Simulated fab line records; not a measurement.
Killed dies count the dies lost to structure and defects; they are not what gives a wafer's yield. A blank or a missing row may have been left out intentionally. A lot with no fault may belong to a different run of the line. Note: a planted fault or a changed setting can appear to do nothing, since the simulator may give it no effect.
fab line records    flow nand-harc    part 1 of 2: steps 1 to 21 of 34
[record] lots = 5  wafers = 15  last-day = 32
route steps=1302 shown A_STAIRCASE@861 A_SGD_CUT@890
lots with no fault: from the same line, run without faults
start-h: start of the lot's first displayed wafer, in hours after the record's first day    wait-h: hours elapsed since this lot's preceding step    " unchanged from the row above    L1.1+2: a row that stands for several wafers    - value missing, or start not given    * or withheld: withheld    < > ~ a bound
route shown NAME@n: names a module that has steps shown in the file, with the first one's number in the route    usual: mean and standard deviation over wafers with no fault    same: alike in all rows    chamber/n: place in a boat    sites: the reading at each site    _std_site: standard deviation of those values    _edge_site: outer sites' mean less inner sites'    radius-mm: how far each site lies from the wafer's centre    mask NAME#n: copy n    behind: the tool/chamber that last shaped the wafer    hold: the reason the lot was held/the length of the hold in hours/how it ended    device: the transistor (n, p or np) that didn't switch    end of line: tests run on the same wafers once the route is complete    a step with no rows: only its recipe    killed: count of dies lost to structure and defects at first sort (not the wafer's yield)    map: dies across one wafer; x = killed, . = not, _ = none there
set.NAME: the setting as run; set.NAME@STEP: as run at that earlier step    model.NAME: the simulator's own value behind a step, which no gauge read
a table for each step, a row for each wafer; lots at some steps of the route
services: the hour from which a tool's chamber was out of use, counted from the record's first day as start-h (under 0 if before that day), plus the number of hours and why
[[steps]]
[step NHARC_A_STAIRCASE_COAT_435]
[recipe] spin-rpm = 1200
[usual] exhaust-pa = 45.2/0.94
lot.wafer  tool            chamber  start-h  wait-h  exhaust-pa
L077.2     litho-track-07  0        -        -       43.9
L077.3     "               0        "        "       45.3
L077.6     "               0        "        "       44.2
L089.1     litho-track-03  0        -        -       45.3
L089.2     "               0        "        "       45.3
L089.4     "               0        "        "       44.9
L088.2     litho-track-07  0        -        -       43.5
L088.4     "               0        "        "       43.2
L088.5     "               0        "        "       44.3
L093.2     litho-track-03  0        -        -       45.1
L093.3     "               0        "        "       44.8
L093.5     "               0        "        "       45.2
L094.2     litho-track-03  0        -        -       44.7
L094.5     "               0        "        "       45.7
L094.6     "               0        "        "       45.6
[step NHARC_A_STAIRCASE_SOFTBAKE_436]
[recipe] temp-c = 135  time-s = 170
[usual] exhaust-pa = 45.1/0.87
lot.wafer  tool            chamber  start-h  wait-h  exhaust-pa
L077.2     litho-track-07  0        -        -       45.6
L077.3     "               0        "        "       45.1
L077.6     "               0        "        "       44.5
L089.1     litho-track-03  0        -        -       45.2
L089.2     "               0        "        "       44.6
L089.4     "               0        "        "       43.4
L088.2     litho-track-07  0        -        -       46.5
L088.4     "               0        "        "       45.5
L088.5     "               0        "        "       43.5
L093.2     litho-track-03  0        -        -       44.7
L093.3     "               0        "        "       44.8
L093.5     "               0        "        "       45.3
L094.2     litho-track-03  0        -        -       44.4
L094.5     "               0        "        "       44.1
L094.6     "               0        "        "       43.9
[step NHARC_A_STAIRCASE_EBR_437]
[usual] exhaust-pa = 45.2/0.87
lot.wafer  tool            chamber  start-h  wait-h  exhaust-pa
L077.2     litho-track-07  0        -        -       44.7
L077.3     "               0        "        "       44.9
L077.6     "               0        "        "       44.6
L089.1     litho-track-03  0        -        -       45.1
L089.2     "               0        "        "       44.2
L089.4     "               0        "        "       43.6
L088.2     litho-track-07  0        -        -       43.5
L088.4     "               0        "        "       45.0
L088.5     "               0        "        "       44.7
L093.2     litho-track-03  0        -        -       44.1
L093.3     "               0        "        "       44.2
L093.5     "               0        "        "       44.9
L094.2     litho-track-03  0        -        -       46.9
L094.5     "               0        "        "       46.4
L094.6     "               0        "        "       45.3
[step NHARC_A_STAIRCASE_EXPOSE_438]
[recipe] na = 0.5  dose-mj = 28.97  mask-id = STAIR_REV
lot.wafer   tool            chamber  start-h  wait-h  mask
L077.2+3+6  krf-scanner-02  0        449.21   -       STAIR_REV#0
L089.1+2+4  krf-scanner-02  0        566.05   -       STAIR_REV#0
L088.2+4+5  krf-scanner-04  0        566.21   -       STAIR_REV#0
L093.2+3+5  krf-scanner-01  0        620.17   -       STAIR_REV#0
L094.2+5+6  krf-scanner-01  0        639.18   -       STAIR_REV#0
[step NHARC_A_STAIRCASE_PEB_439]
[recipe] peb-temp-c = 115  peb-time-s = 130
[usual] exhaust-pa = 45.1/0.93
lot.wafer  tool            chamber  start-h  wait-h  exhaust-pa
L077.2     litho-track-07  0        449.27   0.1     45.0
L077.3     "               0        "        "       45.8
L077.6     "               0        "        "       44.4
L089.1     litho-track-03  0        566.11   0.1     45.0
L089.2     "               0        "        "       45.7
L089.4     "               0        "        "       46.1
L088.2     litho-track-07  0        566.27   0.1     44.4
L088.4     "               0        "        "       45.5
L088.5     "               0        "        "       44.2
L093.2     litho-track-03  0        620.23   0.1     45.3
L093.3     "               0        "        "       46.1
L093.5     "               0        "        "       44.3
L094.2     litho-track-05  0        639.25   0.1     44.3
L094.5     "               0        "        "       44.1
L094.6     "               0        "        "       44.8
[step NHARC_A_STAIRCASE_DEVELOP_440]
[recipe] time-s = 140
[usual] exhaust-pa = 45.1/0.83
lot.wafer  tool            chamber  start-h  wait-h  exhaust-pa
L077.2     litho-track-07  0        -        -       45.2
L077.3     "               0        "        "       43.7
L077.6     "               0        "        "       44.6
L089.1     litho-track-03  0        -        -       46.1
L089.2     "               0        "        "       43.9
L089.4     "               0        "        "       45.7
L088.2     litho-track-07  0        -        -       46.3
L088.4     "               0        "        "       45.5
L088.5     "               0        "        "       45.8
L093.2     litho-track-03  0        -        -       45.3
L093.3     "               0        "        "       42.9
L093.5     "               0        "        "       45.2
L094.2     litho-track-05  0        -        -       45.6
L094.5     "               0        "        "       47.1
L094.6     "               0        "        "       46.4
[step NHARC_A_STAIRCASE_HARDBAKE_442]
[recipe] temp-c = 120  time-s = 140
[usual] exhaust-pa = 44.9/0.97
lot.wafer  tool            chamber  start-h  wait-h  exhaust-pa
L077.2     litho-track-07  0        449.49   -       44.7
L077.3     "               0        "        "       43.6
L077.6     "               0        "        "       45.2
L089.1     litho-track-05  0        566.33   -       47.3
L089.2     "               0        "        "       47.3
L089.4     "               0        "        "       47.2
L088.2     litho-track-05  0        566.50   -       45.5
L088.4     "               0        "        "       45.3
L088.5     "               0        "        "       46.8
L093.2     litho-track-03  0        620.45   -       46.3
L093.3     "               0        "        "       44.7
L093.5     "               0        "        "       46.0
L094.2     litho-track-03  0        639.48   -       45.7
L094.5     "               0        "        "       44.7
L094.6     "               0        "        "       44.0
[step NHARC_A_STAIRCASE_DESCUM_443]
[recipe] time-s = 3  o2-flow-sccm = 200  ar-flow-sccm = 0  bias-power-w = 0  chemistry = O2
[usual] drypump-motor-current-A = 5.75/0.29  oes-product-au = 0.998/0.01  rf-vpp-V = 57.9/0.86  showerhead-plenum-p-Torr = 1.90/0.097  throttle-valve-pct = 11.311/0.009
lot.wafer  tool         chamber  start-h  wait-h  drypump-motor-current-A  oes-product-au  rf-hours-counter-h  rf-vpp-V  showerhead-plenum-p-Torr  throttle-valve-pct
L077.2     rie-diel-13  0        449.58   -       5.72                     0.990           30                  57.4      1.88                      11.326
L077.3     "            1        "        "       5.66                     0.987           32                  57.9      1.80                      11.301
L077.6     "            1        "        "       5.64                     0.983           -                   55.8      1.79                      11.305
L089.4     rie-diel-11  0        566.42   -       6.22                     0.984           42                  60.3      2.06                      11.335
L089.2     "            1        "        "       5.48                     0.985           24                  57.5      1.93                      11.295
L089.1     "            2        "        "       5.93                     0.981           35                  58.3      1.84                      11.311
L088.2     rie-diel-13  3        566.59   -       5.43                     0.982           13                  57.2      1.82                      11.303
L088.4     "            2        "        "       6.20                     1.002           14                  59.6      2.07                      11.302
L088.5     "            3        "        "       5.45                     1.000           -                   57.6      1.82                      11.308
L093.2     rie-diel-10  0        620.55   -       5.59                     0.999           6                   57.1      1.88                      11.315
L093.3     "            3        "        "       6.04                     1.016           5                   58.9      1.82                      11.299
L093.5     "            0        "        "       5.59                     0.996           -                   57.6      1.88                      11.317
L094.2     rie-diel-10  3        639.59   -       6.03                     1.014           15                  57.0      1.81                      11.295
L094.6     "            0        "        "       5.62                     1.010           -                   57.0      1.87                      11.309
L094.5     "            1        "        "       5.47                     0.993           -                   58.2      1.90                      11.310
[step NHARC_A_STAIRCASE_ETCH_444]
[recipe] target-depth-a = 2.04e+05  time-s = 6800  c4f8-flow-sccm = 20  o2-flow-sccm = 10  ar-flow-sccm = withheld  rf-w = 600  bias-w = 1000  chemistry = C4F8/O2
[usual] bias-w = 1000/3  oes-product-au = 0.933/0.018  rf-fwd-power-W = 599.8/1.6  rf-vpp-V = 806/5.5
lot.wafer  tool         chamber  start-h  wait-h  bias-w  oes-product-au  rf-fwd-power-W  rf-hours-counter-h  rf-vpp-V
L077.3     rie-diel-13  3        449.66   0.1     1002    0.912           602.8           32                  802
L077.2     "            1        "        "       1004    0.919           599.3           32                  799
L077.6     "            3        "        "       1000    0.907           602.1           -                   802
L088.4     rie-diel-13  3        566.67   0.1     997     0.946           599.3           14                  802
L088.2     "            1        "        "       1000    0.956           597.5           15                  800
L088.5     "            3        "        "       1005    0.952           600.7           -                   800
L089.2     rie-diel-11  2        566.98   0.5     1004    0.921           601.1           35                  802
L089.4     "            3        "        "       1002    0.915           600.6           42                  804
L089.1     "            0        "        "       996     0.915           599.3           43                  815
L093.2     rie-diel-10  0        621.21   0.7     1000    0.941           598.0           7                   807
L093.3     "            1        "        "       999     0.925           598.9           7                   807
L093.5     "            3        "        "       1006    0.943           599.0           -                   800
L094.2     rie-diel-10  1        641.06   1.5     1002    0.944           601.3           16                  806
L094.5     "            2        "        "       1003    0.976           602.2           -                   816
L094.6     "            3        "        "       1001    0.982           601.2           -                   802
[step NHARC_A_STAIRCASE_STRIP_446]
[recipe] power-w = 1500  temp-c = 250  chemistry = O2
[usual] drypump-motor-current-A = 5.75/0.15  heater-power-w = 322/19
lot.wafer  tool             chamber  start-h  wait-h  drypump-motor-current-A  heater-power-w  rf-hours-counter-h
L077.2     plasma-asher-01  0        454.08   0.0     5.81                     308             21
L077.3     "                0        "        "       5.83                     305             -
L077.6     "                0        "        "       5.82                     300             -
L089.1     plasma-asher-01  1        570.87   0.0     5.55                     319             8
L089.2     "                0        "        "       5.84                     329             8
L089.4     "                0        "        "       5.82                     334             -
L088.2     plasma-asher-02  0        571.11   0.1     5.67                     288             28
L088.4     "                1        "        "       5.99                     336             -
L088.5     "                1        "        "       5.98                     343             -
L093.2     plasma-asher-02  1        625.17   0.1     5.97                     328             2
L093.3     "                0        "        "       5.68                     295             -
L093.5     "                1        "        "       5.97                     335             -
L094.2     plasma-asher-02  1        644.09   0.1     6.00                     341             6
L094.6     "                1        "        "       5.96                     334             -
L094.5     "                0        "        "       5.68                     302             -
[step NHARC_A_STAIRCASE_STRIP_447]
[recipe] time-s = 900  temp-c = 130  chemistry = SPM
lot.wafer   tool          chamber  start-h  wait-h
L077.3+6+2  wet-bench-09  0,3,5    454.43   0.2
L089.1+4+2  wet-bench-09  4,6,0    571.22   0.3
L088.2+4+5  wet-bench-02  2,3,4    571.44   0.3
L093.2+3+5  wet-bench-02  0,1,3    625.47   0.3
L094.6+2+5  wet-bench-02  6,7,1    644.46   0.1
[step NHARC_A_STAIRCASE_PRECLEAN_448]
[recipe] time-s = *  temp-c = 50  bath-age-min = 0  chemistry = SC1
[usual] diw-flow-mL-min = 1415/4.1  nh4oh-flow-mL-min = 28.30/0.093
[same] bath-age-min = 0
lot.wafer  tool          chamber  start-h  wait-h  diw-flow-mL-min  nh4oh-flow-mL-min
L077.3     wet-bench-09  0        -        -       1409             28.31
L077.6     "             3        "        "       1416             28.22
L077.2     "             5        "        "       1414             28.25
L089.1     wet-bench-09  4        -        -       1412             28.38
L089.4     "             6        "        "       1415             28.29
L089.2     "             0        "        "       1422             28.27
L088.2     wet-bench-02  2        -        -       1407             28.34
L088.4     "             3        "        "       1416             28.27
L088.5     "             4        "        "       1410             28.35
L093.2     wet-bench-02  0        -        -       1412             28.26
L093.3     "             1        "        "       1412             28.26
L093.5     "             3        "        "       1418             28.29
L094.6     wet-bench-02  6        -        -       1409             28.42
L094.2     "             7        "        "       1417             28.20
L094.5     "             1        "        "       1416             28.24
[step NHARC_A_STAIRCASE_SRD_449]
lot.wafer   tool          chamber  start-h  wait-h
L077.3+6+2  wet-bench-09  0,3,5    -        -
L089.1+4+2  wet-bench-09  4,6,0    -        -
L088.2+4+5  wet-bench-02  2,3,4    -        -
L093.2+3+5  wet-bench-02  0,1,3    -        -
L094.6+2+5  wet-bench-02  6,7,1    -        -
[step NHARC_A_STAIRCASE_CMP_450]
[recipe] target-thk-nm = 200  material = SiO2
[usual] motor-current-A = 11.6/1.3  retaining-ring-pressure-frac = 1.000/0.0047
lot.wafer  tool    chamber  start-h  wait-h  motor-current-A  retaining-ring-pressure-frac
L077.2     cmp-01  0        454.88   -       9.5              1.005
L077.3     "       3        "        "       10.4             1.001
L077.6     "       0        "        "       9.7              1.001
L089.1     cmp-03  0        571.67   -       11.8             1.000
L089.2     "       2        "        "       11.3             0.992
L089.4     "       3        "        "       12.0             1.009
L088.2     cmp-02  0        571.87   -       12.4             0.990
L088.4     "       2        "        "       12.1             1.003
L088.5     "       1        "        "       14.3             0.999
L093.3     cmp-01  3        625.92   -       11.2             1.011
L093.2     "       0        "        "       10.0             1.000
L093.5     "       0        "        "       10.1             1.001
L094.2     cmp-02  1        644.99   -       14.4             1.002
L094.6     "       0        "        "       11.7             1.001
L094.5     "       1        "        "       14.9             1.000
[step NHARC_A_STAIRCASE_CMP_152]
[usual] motor-current-A = 11.6/1.3  retaining-ring-pressure-frac = 0.999/0.0052
lot.wafer  tool    chamber  start-h  wait-h  motor-current-A  retaining-ring-pressure-frac
L077.2     cmp-01  0        454.96   0.1     9.3              0.993
L077.3     "       3        "        "       10.8             0.997
L077.6     "       0        "        "       9.3              1.004
L089.1     cmp-03  0        571.74   0.1     11.8             1.005
L089.2     "       2        "        "       11.0             0.986
L089.4     "       3        "        "       11.9             0.999
L088.2     cmp-02  0        571.94   0.1     12.0             1.002
L088.4     "       2        "        "       12.8             0.994
L088.5     "       1        "        "       14.7             1.000
L093.3     cmp-01  3        625.99   0.1     10.4             0.999
L093.2     "       0        "        "       9.5              0.996
L093.5     "       0        "        "       9.9              0.996
L094.2     cmp-02  1        645.07   0.1     14.8             1.004
L094.6     "       0        "        "       12.7             0.993
L094.5     "       1        "        "       14.3             1.000
[step NHARC_A_STAIRCASE_SRD_154]
lot.wafer   tool          chamber  start-h  wait-h
L077.3+6+2  wet-bench-02  3,5,7    455.25   0.0
L089.4+2+1  wet-bench-05  3,5,7    572.03   0.0
L088.4+2+5  wet-bench-09  2,3,5    572.24   0.0
L093.3+2+5  wet-bench-09  1,2,3    626.28   0.0
L094.5+2+6  wet-bench-09  3,4,7    645.34   0.0
[step NHARC_A_STAIRCASE_ETCH_403]
[recipe] target-depth-a = 1082  chemistry = dHF  material = SiO2
lot.wafer   tool          chamber  start-h  wait-h
L077.3+6+2  wet-bench-02  3,5,7    455.27   0.0
L089.4+2+1  wet-bench-05  3,5,7    572.05   0.0
L088.4+2+5  wet-bench-09  2,3,5    572.26   0.0
L093.3+2+5  wet-bench-09  1,2,3    626.31   0.0
L094.5+2+6  wet-bench-09  3,4,7    645.37   0.0
[step NHARC_A_STAIRCASE_ETCHBACK_422]
[recipe] target-depth-a = 400  over-etch-frac = 0.3  time-s = 74.286  ion-energy-ev = 120  ch3f-flow-sccm = 50  o2-flow-sccm = 30  ar-flow-sccm = 200  rf-w = 500  bias-w = 100  chemistry = CH3F/O2
[usual] bias-w = 100.0/0.31  ch3f-flow-sccm = 49.98/0.15  drypump-motor-current-A = 5.74/0.29  oes-product-au = 0.95/0.037  rf-fwd-power-W = 495.7/1.7  rf-vpp-V = 243.8/1.7  showerhead-plenum-p-Torr = 2.42/0.12  throttle-valve-pct = 20.663/0.0085
lot.wafer  tool         chamber  start-h  wait-h  bias-w  ch3f-flow-sccm  drypump-motor-current-A  oes-product-au  rf-fwd-power-W  rf-hours-counter-h  rf-vpp-V  showerhead-plenum-p-Torr  throttle-valve-pct
L077.2     rie-diel-13  1        455.41   0.1     100.2   50.16           5.65                     0.99            497.5           35                  242.4     2.31                      20.665
L077.3     "            3        "        "       99.7    50.27           5.41                     0.99            494.6           37                  242.4     2.36                      20.670
L077.6     "            2        "        "       99.5    49.91           6.17                     0.99            497.8           -                   241.0     2.28                      20.675
L089.2     rie-diel-10  2        572.20   0.1     100.0   50.01           5.30                     0.93            498.2           45                  246.4     2.64                      20.651
L089.4     "            3        "        "       100.0   49.98           6.04                     0.94            494.3           48                  242.7     2.34                      20.658
L089.1     "            1        "        "       99.6    50.37           5.49                     0.92            493.0           44                  243.2     2.44                      20.660
L088.4     rie-diel-10  0        572.42   0.1     99.7    50.21           5.58                     0.92            494.4           43                  243.1     2.42                      20.659
L088.2     "            1        "        "       100.5   49.98           5.56                     0.92            495.1           44                  244.2     2.44                      20.666
L088.5     "            0        "        "       99.8    50.06           5.60                     0.92            494.9           -                   243.6     2.42                      20.660
L093.2     rie-diel-11  3        626.45   0.1     100.1   49.84           5.91                     1.00            495.6           1                   244.0     2.39                      20.670
L093.3     "            1        "        "       100.3   49.99           5.48                     1.00            496.6           1                   244.3     2.47                      20.685
L093.5     "            0        "        "       99.6    49.96           6.24                     0.99            496.4           -                   246.2     2.64                      20.672
L094.2     rie-diel-13  0        645.54   0.2     99.3    50.05           5.73                     0.94            495.3           46                  244.4     2.39                      20.662
L094.6     "            3        "        "       100.0   50.16           5.42                     0.93            492.4           -                   241.7     2.34                      20.661
L094.5     "            0        "        "       99.8    49.71           5.72                     0.94            494.1           -                   245.9     2.39                      20.654
[step NHARC_A_STAIRCASE_ETCH_423]
[recipe] target-depth-a = 300  chemistry = dHF  material = SiO2
lot.wafer   tool          chamber  start-h  wait-h
L077.2+3+6  wet-bench-09  0,1,4    455.58   0.2
L089.1+4+2  wet-bench-02  4,5,7    572.39   0.1
L088.5+2+4  wet-bench-05  5,7,0    572.57   0.1
L093.2+3+5  wet-bench-02  5,7,0    626.63   -
L094.5+6+2  wet-bench-09  1,3,5    645.70   0.1
[step NHARC_A_STAIRCASE_ETCHBACK_157]
[recipe] target-depth-a = 900  over-etch-frac = 0.3  time-s = 167.14  ion-energy-ev = 120  ch3f-flow-sccm = 50  o2-flow-sccm = 30  ar-flow-sccm = 200  rf-w = 500  bias-w = 100  chemistry = CH3F/O2
[usual] bias-w = 99.97/0.29  ch3f-flow-sccm = 50.02/0.15  drypump-motor-current-A = 5.74/0.29  oes-product-au = 0.979/0.026  rf-fwd-power-W = 497.7/1.6  rf-vpp-V = 244.2/1.8  showerhead-plenum-p-Torr = 2.45/0.11  throttle-valve-pct = 20.663/0.0099
lot.wafer  tool         chamber  start-h  wait-h  bias-w  ch3f-flow-sccm  drypump-motor-current-A  oes-product-au  rf-fwd-power-W  rf-hours-counter-h  rf-vpp-V  showerhead-plenum-p-Torr  throttle-valve-pct
L077.2     rie-diel-11  1        455.77   0.2     100.25  50.08           5.50                     0.996           496.5           5                   245.5     2.49                      20.669
L077.3     "            2        "        "       100.38  50.19           5.94                     1.005           500.8           5                   243.7     2.38                      20.662
L077.6     "            2        "        "       100.13  50.25           5.96                     0.996           496.2           -                   242.6     2.38                      20.670
L089.2     rie-diel-13  2        572.58   0.1     99.47   50.08           6.19                     1.006           499.1           17                  248.1     2.65                      20.676
L089.4     "            3        "        "       99.53   49.95           5.43                     0.992           495.6           17                  244.1     2.35                      20.671
L089.1     "            0        "        "       99.96   49.96           5.70                     1.012           497.9           18                  243.9     2.40                      20.663
L088.4     rie-diel-10  0        572.76   0.1     99.89   50.01           5.60                     0.969           497.8           43                  244.3     2.42                      20.657
L088.2     "            1        "        "       99.87   50.06           5.51                     0.949           498.7           44                  244.4     2.44                      20.666
L088.5     "            1        "        "       100.16  50.15           5.51                     0.966           498.4           -                   244.4     2.44                      20.657
L093.2     rie-diel-11  0        626.83   0.2     100.16  50.01           6.21                     0.959           496.0           1                   246.0     2.64                      20.674
L093.3     "            1        "        "       100.25  50.02           5.48                     1.000           498.2           1                   243.7     2.47                      20.666
L093.5     "            0        "        "       99.96   50.27           6.21                     0.973           494.7           -                   246.8     2.64                      20.669
L094.2     rie-diel-10  1        645.93   0.2     100.46  50.11           5.51                     1.003           497.4           18                  243.4     2.44                      20.667
L094.5     "            3        "        "       99.75   50.18           6.04                     0.997           497.1           -                   241.7     2.33                      20.678
L094.6     "            0        "        "       100.62  49.82           5.59                     0.999           499.3           -                   243.1     2.41                      20.644
[step NHARC_A_STAIRCASE_STRIP_475]
[recipe] time-s = 20  o2-flow-sccm = 500  ar-flow-sccm = 0  bias-w = 0  chemistry = O2
[usual] drypump-motor-current-A = 5.77/0.29  oes-product-au = 0.999/0.0094  rf-vpp-V = 57.7/0.89  showerhead-plenum-p-Torr = 3.50/0.16  throttle-valve-pct = 17.036/0.0099
[same] bias-w = 0
lot.wafer  tool         chamber  start-h  wait-h  drypump-motor-current-A  oes-product-au  rf-hours-counter-h  rf-vpp-V  showerhead-plenum-p-Torr  throttle-valve-pct
L077.3     rie-diel-11  3        -        -       5.92                     0.990           7                   56.9      3.46                      17.023
L077.2     "            0        "        "       6.21                     0.994           7                   58.2      3.80                      17.034
L077.6     "            2        "        "       5.94                     0.995           -                   58.3      3.42                      17.041
L089.4     rie-diel-13  0        -        -       5.73                     1.017           18                  56.6      3.45                      17.026
L089.1     "            1        "        "       5.65                     0.980           17                  56.6      3.31                      17.040
L089.2     "            2        "        "       6.20                     1.017           17                  57.7      3.80                      17.037
L088.4     rie-diel-10  0        -        -       5.59                     1.002           43                  58.2      3.47                      17.055
L088.2     "            2        "        "       5.34                     1.005           45                  58.4      3.78                      17.044
L088.5     "            0        "        "       5.61                     1.001           -                   57.7      3.47                      17.047
L093.3     rie-diel-11  1        -        -       5.48                     0.997           1                   56.4      3.55                      17.027
L093.2     "            2        "        "       5.93                     1.003           1                   58.0      3.39                      17.047
L093.5     "            1        "        "       5.48                     0.999           -                   59.6      3.55                      17.038
L094.2     rie-diel-10  3        -        -       6.05                     1.004           20                  57.2      3.35                      17.032
L094.5     "            3        "        "       6.05                     1.001           -                   56.1      3.35                      17.052
L094.6     "            0        "        "       5.58                     1.001           -                   57.0      3.46                      17.021
